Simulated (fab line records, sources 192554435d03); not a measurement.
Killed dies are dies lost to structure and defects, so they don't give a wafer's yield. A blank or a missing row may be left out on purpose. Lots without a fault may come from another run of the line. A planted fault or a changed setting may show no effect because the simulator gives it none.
fab line records | flow n5_finfet | part 1 of 2: steps 1 to 2 of 6
record lots=22 wafers=66 last_day=17
route steps=1938 shown BEOL_M10@1506 BEOL_M11@1538
lots that met no fault: from a run of the same line without faults
start_h: hours from the record's first day to the start of the lot's first wafer shown | wait_h: hours since the lot's step before | " the same as in the row above | L1.1+2: a row that stands for several wafers | - no value, or no start given | * or withheld: withheld | < > ~ a bound
route shown NAME@n: a module of which the file shows steps, and the number in the route of the first | usual: mean/standard deviation of fault-free wafers | same: alike in all rows | chamber/n: place in a boat | sites: the reading at each site | _std_site: their standard deviation | _edge_site: outer sites' mean less inner sites' | radius_mm: how far each site lies from the wafer's centre | mask NAME#n: copy n | behind: the tool/chamber that last shaped the wafer | hold: why the lot was held/for how many hours/how that ended | device: the transistor (n, p or np) that didn't switch | end of line: the same wafers' tests at the end of the route | a step without rows: its recipe alone | killed: dies lost to structure and defects at the first sort, not the wafer's yield | map: a wafer's dies, x killed, . not, _ none there
set.NAME: the setting as run; set.NAME@STEP: as run at that earlier step | model.NAME: the simulator's own value behind a step, which no gauge read
steps of the route over a sample of lots; a table a step, a row a wafer
services: from which hour (start_h, from the record's first day; less than 0 if before it) a tool's chamber was out of use, for how many hours, and why
## steps
# step N5_BEOL_M10_ETCH_65
# recipe chemistry=CF4 target=SiARC target_depth_a=390 mask_material=CAR-ArF time_s=65 ion_energy_ev=80 pressure_mtorr=40 source_w=545 bias_w=36 Ar_flow_sccm=100 cf4_flow_sccm=100 ends=cleared
# usual cf4_flow_sccm=99.97/0.3 chamber_pressure_mTorr=40.00/0.038 drypump_motor_current_A=5.6/0.44 etch_rf_on_time_s=64.8/2.2 oes_product_au=0.70/0.073 rf_vpp_V=183.9/1 showerhead_plenum_p_Torr=2.13/0.046 throttle_valve_pct=15.63/0.18
# columns lot.wafer tool chamber start_h wait_h cf4_flow_sccm chamber_pressure_mTorr drypump_motor_current_A etch_rf_on_time_s oes_product_au rf_hours_counter_h rf_vpp_V showerhead_plenum_p_Torr throttle_valve_pct
L075.3 rie_diel-04 3 209.10 0.0 100.35 40.01 6.3 65.3 0.60 242 185.1 2.18 15.67
L075.4 " 1 " " 100.23 40.02 5.3 64.6 0.72 - 183.6 2.09 15.75
L075.6 " 0 " " 100.09 40.05 4.8 63.4 0.70 - 183.6 2.16 15.47
L074.1 rie_diel-04 0 217.05 0.0 99.53 39.97 4.8 62.5 0.72 88 183.4 2.16 15.48
L074.2 " 2 " " 99.88 39.97 5.5 62.5 0.77 37 183.9 2.07 15.52
L074.4 " 3 " " 100.25 40.05 6.3 64.5 0.60 245 185.5 2.18 15.70
L077.4 rie_diel-03 0 229.56 0.0 99.44 40.01 5.8 66.6 0.80 - 183.7 2.12 15.45
L077.5 " 1 " " 100.02 39.96 6.3 67.5 0.68 - 183.4 2.15 15.57
L077.6 " 3 " " 99.47 39.96 5.5 61.9 0.76 - 185.9 2.18 15.52
L076.2 rie_diel-04 1 229.83 0.0 100.05 39.96 5.3 64.7 0.71 65 183.1 2.09 15.77
L076.3 " 2 " " 99.68 39.97 5.5 63.8 0.75 42 184.7 2.07 15.54
L076.5 " 0 " " 99.62 40.01 4.8 63.2 0.71 - 184.2 2.16 15.49
L079.2 rie_diel-05 2 235.19 0.0 99.91 39.93 5.3 68.9 0.62 133 184.6 2.13 15.50
L079.3 " 3 " " 100.01 40.04 5.8 67.1 0.59 196 182.4 2.13 16.04
L079.6 " 0 " " 100.31 39.99 6.0 67.2 0.58 - 182.3 2.03 15.75
L078.1 rie_diel-04 2 241.46 0.0 99.50 40.02 5.5 62.8 0.75 47 183.2 2.07 15.54
L078.2 " 1 " " 99.61 40.03 5.3 64.1 0.71 70 182.5 2.09 15.77
L078.6 " 0 " " 99.66 40.02 4.8 63.1 0.70 - 183.5 2.16 15.49
L080.2 rie_diel-05 3 245.29 0.0 100.04 39.96 5.8 66.3 0.59 200 182.7 2.13 16.04
L080.3 " 1 " " 100.05 39.97 5.3 63.1 0.76 39 184.8 2.18 15.63
L080.6 " 2 " " 99.68 40.00 5.3 67.8 0.62 - 185.7 2.13 15.52
L081.2 rie_diel-05 3 245.86 0.0 100.01 39.96 5.8 66.8 0.59 201 184.1 2.13 16.04
L081.5 " 1 " " 99.90 39.94 5.3 63.8 0.76 - 183.9 2.18 15.64
L081.6 " 0 " " 99.77 39.95 5.9 67.3 0.60 - 181.6 2.03 15.74
L082.1 rie_diel-04 2 260.71 0.0 100.01 39.96 5.5 62.2 0.74 55 184.4 2.06 15.54
L082.3 " 0 " " 100.45 40.03 4.8 63.1 0.70 106 185.3 2.16 15.54
L082.4 " 1 " " 99.85 40.01 5.3 64.3 0.69 78 184.0 2.09 15.79
L083.1 rie_diel-03 3 263.27 0.0 99.87 39.98 5.5 62.0 0.74 58 183.8 2.17 15.57
L083.2 " 2 " " 99.94 39.98 5.4 63.0 0.84 8 185.6 2.18 15.48
L083.4 " 1 " " 99.80 40.05 6.3 67.0 0.67 112 184.1 2.14 15.61
L086.2 rie_diel-03 1 296.94 0.0 100.20 39.96 6.3 67.1 0.65 124 183.1 2.14 15.62
L086.4 " 0 " " 100.20 40.05 5.8 65.9 0.76 36 183.2 2.12 15.51
L086.6 " 3 " " 100.13 40.02 5.5 60.6 0.74 - 184.8 2.17 15.59
L087.3 rie_diel-05 1 298.36 0.0 100.59 40.04 5.2 64.2 0.74 58 184.4 2.17 15.66
L087.5 " 0 " " 100.06 40.00 6.0 67.5 0.57 - 182.3 2.03 15.79
L087.6 " 1 " " 100.45 39.98 5.3 63.8 0.74 - 182.8 2.17 15.68
L085.1 rie_diel-03 3 298.63 0.0 99.94 40.02 5.4 62.6 0.73 71 183.2 2.17 15.58
L085.3 " 0 " " 99.90 39.97 5.8 67.2 0.74 36 183.3 2.12 15.49
L085.4 " 2 " " 99.99 39.99 5.3 62.8 0.82 20 186.2 2.18 15.49
L088.1 rie_diel-03 3 314.66 0.0 99.73 39.98 5.5 61.8 0.71 77 184.7 2.17 15.58
L088.5 " 1 " " 100.17 39.91 6.3 65.6 0.66 - 183.0 2.14 15.63
L088.6 " 0 " " 99.79 40.01 5.8 67.0 0.74 - 184.1 2.11 15.52
L089.3 rie_diel-04 1 314.82 0.0 100.11 40.00 5.3 64.7 0.68 96 185.4 2.08 15.83
L089.4 " 3 " " 99.70 40.04 6.3 63.5 0.79 22 183.7 2.17 15.26
L089.6 " 0 " " 99.77 39.92 4.8 63.1 0.68 - 183.3 2.15 15.55
L091.1 rie_diel-05 0 315.01 0.0 100.09 39.99 6.0 67.6 0.57 233 182.3 2.03 15.79
L091.2 " 3 " " 99.95 39.99 5.8 66.4 0.58 221 183.3 2.12 16.09
L091.6 " 3 " " 99.02 40.07 5.8 66.0 0.59 - 182.3 2.12 16.09
L090.2 rie_diel-03 3 317.08 0.0 100.03 40.12 5.5 62.3 0.72 78 183.7 2.17 15.58
L090.4 " 0 " " 100.01 39.93 5.8 66.5 0.74 44 182.8 2.11 15.52
L090.5 " 3 " " 100.07 40.00 5.5 61.9 0.72 - 186.0 2.17 15.58
L093.1 rie_diel-04 2 321.95 0.0 99.63 39.94 5.5 63.9 0.71 77 183.5 2.06 15.62
L093.3 " 3 " " 99.67 39.95 6.3 63.6 0.78 26 184.4 2.17 15.25
L093.4 " 0 " " 100.06 39.97 4.8 62.8 0.68 126 184.9 2.15 15.54
L092.1 rie_diel-03 0 322.12 0.0 100.30 40.03 5.8 66.2 0.73 45 184.2 2.11 15.51
L092.4 " 2 " " 100.04 39.99 5.4 60.8 0.80 28 185.7 2.18 15.51
L092.6 " 3 " " 100.15 40.01 5.5 61.0 0.72 - 184.2 2.17 15.59
L094.2 rie_diel-05 0 322.52 0.0 100.02 40.00 6.0 67.6 0.57 235 183.8 2.02 15.80
L094.3 " 3 " " 100.33 39.96 5.9 66.9 0.58 224 182.7 2.12 16.11
L094.5 " 0 " " 100.08 40.03 6.0 67.7 0.57 - 181.7 2.02 15.79
L096.4 rie_diel-03 1 353.64 0.0 100.14 39.96 6.3 66.9 0.64 145 184.5 2.13 15.67
L096.5 " 1 " " 99.81 39.99 6.3 65.9 0.64 - 184.3 2.13 15.68
L096.6 " 0 " " 99.44 39.96 5.8 67.3 0.71 - 183.3 2.11 15.53
L097.1 rie_diel-03 0 366.67 0.0 100.50 39.97 5.8 66.0 0.72 63 183.1 2.11 15.55
L097.4 " 2 " " 99.73 39.98 5.4 62.1 0.77 45 183.6 2.17 15.52
L097.5 " 0 " " 100.46 39.96 5.8 66.3 0.71 - 184.5 2.11 15.54
# step N5_BEOL_M10_STRIP_36
# recipe chemistry=N2/H2 power_w=450 temp_c=40 pressure_mtorr=20 rf_frequency_hz=6e+07 overash_fraction=0.3 bias_power_w=7 h2_frac=0.5 n2_flow_sccm=200 h2_flow_sccm=200
# usual chamber_pressure_mTorr=20.00/0.042 drypump_motor_current_A=5.6/0.44 h2_flow_sccm=200.0/0.61 oes_product_au=0.81/0.08 rf_vpp_V=59.0/1.9 showerhead_plenum_p_Torr=2.53/0.057 temp_c=39.99/0.11 throttle_valve_pct=23.8/0.38
# columns lot.wafer tool chamber start_h wait_h chamber_pressure_mTorr drypump_motor_current_A h2_flow_sccm oes_product_au rf_hours_counter_h rf_vpp_V showerhead_plenum_p_Torr temp_c throttle_valve_pct
L075.3 rie_diel-04 3 209.34 0.0 19.97 6.3 201.0 0.68 243 60.0 2.62 39.93 24.1
L075.4 " 1 " " 19.98 5.3 200.6 0.85 - 58.4 2.50 40.22 24.1
L075.6 " 0 " " 20.02 4.8 200.1 0.84 - 58.8 2.53 39.73 23.1
L074.1 rie_diel-04 0 217.28 0.0 19.96 4.8 199.9 0.80 88 58.4 2.53 39.89 23.1
L074.2 " 2 " " 19.92 5.5 200.3 0.90 37 56.8 2.49 40.01 24.0
L074.4 " 3 " " 20.03 6.2 200.0 0.68 245 60.2 2.61 40.01 24.1
L077.4 rie_diel-03 0 229.79 0.0 19.97 5.8 200.8 0.94 - 57.6 2.50 39.85 23.3
L077.5 " 1 " " 20.03 6.3 200.7 0.81 - 57.5 2.56 40.13 23.8
L077.6 " 3 " " 19.98 5.5 200.3 0.88 - 58.4 2.59 40.06 24.1
L076.2 rie_diel-04 1 230.06 0.0 20.02 5.3 199.2 0.80 65 60.2 2.50 39.96 24.1
L076.3 " 2 " " 19.97 5.5 200.9 0.88 42 59.5 2.49 40.06 24.0
L076.5 " 0 " " 19.99 4.8 199.5 0.82 - 59.5 2.53 40.06 23.1
L079.2 rie_diel-05 2 235.43 0.0 19.96 5.3 201.0 0.74 133 57.8 2.57 40.07 24.1
L079.3 " 3 " " 20.01 5.8 199.7 0.69 196 59.6 2.50 40.10 23.8
L079.6 " 0 " " 20.04 6.0 199.7 0.72 - 58.5 2.41 40.06 23.5
L078.1 rie_diel-04 2 241.70 0.0 19.92 5.5 199.6 0.88 48 57.2 2.49 39.94 24.0
L078.2 " 1 " " 19.96 5.3 200.3 0.82 70 57.1 2.50 39.93 24.1
L078.6 " 0 " " 20.05 4.8 199.3 0.81 - 60.5 2.53 39.76 23.1
L080.2 rie_diel-05 3 245.53 0.0 20.02 5.8 200.1 0.69 201 58.0 2.50 39.86 23.8
L080.3 " 1 " " 20.01 5.3 199.3 0.88 39 59.4 2.61 40.06 24.4
L080.6 " 2 " " 20.03 5.3 199.6 0.72 - 60.3 2.56 39.93 24.1
L081.2 rie_diel-05 3 246.09 0.0 20.01 5.8 200.5 0.69 201 59.2 2.50 40.12 23.8
L081.5 " 1 " " 20.06 5.3 199.0 0.88 - 58.9 2.61 39.97 24.4
L081.6 " 0 " " 19.93 6.0 199.3 0.69 - 56.1 2.41 39.94 23.6
L082.1 rie_diel-04 2 260.94 0.0 19.95 5.5 199.7 0.88 55 60.3 2.49 40.06 24.0
L082.3 " 0 " " 20.04 4.8 198.9 0.80 106 56.8 2.52 40.15 23.2
L082.4 " 1 " " 20.05 5.2 200.7 0.81 78 57.0 2.49 39.95 24.1
L083.1 rie_diel-03 3 263.51 0.0 19.93 5.5 199.9 0.85 58 59.8 2.59 40.04 24.1
L083.2 " 2 " " 20.05 5.4 200.1 0.96 8 56.7 2.59 40.13 23.3
L083.4 " 1 " " 19.95 6.3 200.1 0.79 112 55.7 2.56 39.87 23.7
L086.2 rie_diel-03 1 297.18 0.0 19.98 6.3 200.6 0.77 124 58.8 2.55 39.81 23.7
L086.4 " 0 " " 19.97 5.8 200.3 0.88 36 60.5 2.48 40.01 23.3
L086.6 " 3 " " 20.08 5.4 200.4 0.83 - 55.5 2.58 39.82 24.1
L087.3 rie_diel-05 1 298.60 0.0 20.03 5.3 199.8 0.86 58 62.7 2.60 39.85 24.4
L087.5 " 0 " " 20.00 5.9 199.7 0.69 - 60.9 2.40 39.88 23.6
L087.6 " 1 " " 20.01 5.3 199.7 0.84 - 55.4 2.60 40.08 24.4
L085.1 rie_diel-03 3 298.87 0.0 19.90 5.5 199.7 0.83 71 60.3 2.58 39.98 24.2
L085.3 " 0 " " 19.96 5.8 198.8 0.90 36 56.4 2.49 39.86 23.3
L085.4 " 2 " " 20.07 5.3 199.2 0.94 20 57.4 2.58 40.21 23.3
L088.1 rie_diel-03 3 314.89 0.0 20.06 5.5 201.1 0.83 77 61.6 2.58 40.08 24.1
L088.5 " 1 " " 20.02 6.3 199.9 0.77 - 59.4 2.55 39.98 23.8
L088.6 " 0 " " 20.05 5.8 200.1 0.89 - 59.6 2.48 39.97 23.4
L089.3 rie_diel-04 1 315.06 0.0 19.99 5.2 199.2 0.80 96 56.4 2.49 40.06 24.2
L089.4 " 3 " " 20.01 6.3 200.4 0.91 22 59.8 2.60 40.00 23.8
L089.6 " 0 " " 19.96 4.8 200.2 0.80 - 57.3 2.51 39.99 23.2
L091.1 rie_diel-05 0 315.25 0.0 19.97 6.0 201.1 0.68 233 56.9 2.40 40.00 23.6
L091.2 " 3 " " 19.98 5.8 200.2 0.69 221 59.2 2.50 39.87 23.8
L091.6 " 3 " " 19.99 5.9 199.1 0.68 - 56.7 2.50 40.10 23.8
L090.2 rie_diel-03 3 317.32 0.0 19.95 5.5 200.7 0.83 78 61.0 2.58 40.17 24.1
L090.4 " 0 " " 20.11 5.8 200.9 0.87 44 59.4 2.48 40.00 23.4
L090.5 " 3 " " 19.90 5.4 200.5 0.82 - 60.7 2.58 39.94 24.1
L093.1 rie_diel-04 2 322.18 0.0 20.00 5.5 199.4 0.84 78 60.9 2.48 40.04 24.0
L093.3 " 3 " " 19.99 6.3 199.5 0.90 26 55.5 2.60 40.13 23.8
L093.4 " 0 " " 20.07 4.8 200.4 0.79 126 59.2 2.51 39.94 23.2
L092.1 rie_diel-03 0 322.35 0.0 20.01 5.8 199.6 0.88 46 61.5 2.48 39.96 23.4
L092.4 " 2 " " 20.01 5.4 199.5 0.92 28 57.8 2.58 40.03 23.3
L092.6 " 3 " " 19.96 5.4 200.0 0.81 - 59.1 2.58 40.19 24.1
L094.2 rie_diel-05 0 322.76 0.0 20.03 6.0 200.6 0.68 236 56.5 2.40 39.84 23.6
L094.3 " 3 " " 20.01 5.9 199.8 0.67 224 57.7 2.49 40.08 23.8
L094.5 " 0 " " 20.09 6.0 200.3 0.68 - 60.4 2.40 39.84 23.6
L096.4 rie_diel-03 1 353.88 0.0 19.98 6.3 200.2 0.76 146 58.7 2.54 39.85 23.8
L096.5 " 1 " " 19.95 6.4 199.6 0.77 - 62.9 2.54 40.03 23.8
L096.6 " 0 " " 20.07 5.8 200.1 0.86 - 61.5 2.48 40.12 23.3
L097.1 rie_diel-03 0 366.90 0.0 20.05 5.8 200.4 0.84 63 60.5 2.47 40.11 23.4
L097.4 " 2 " " 20.11 5.4 199.7 0.91 45 60.5 2.57 40.06 23.4
L097.5 " 0 " " 20.02 5.8 200.3 0.85 - 60.2 2.47 39.83 23.4
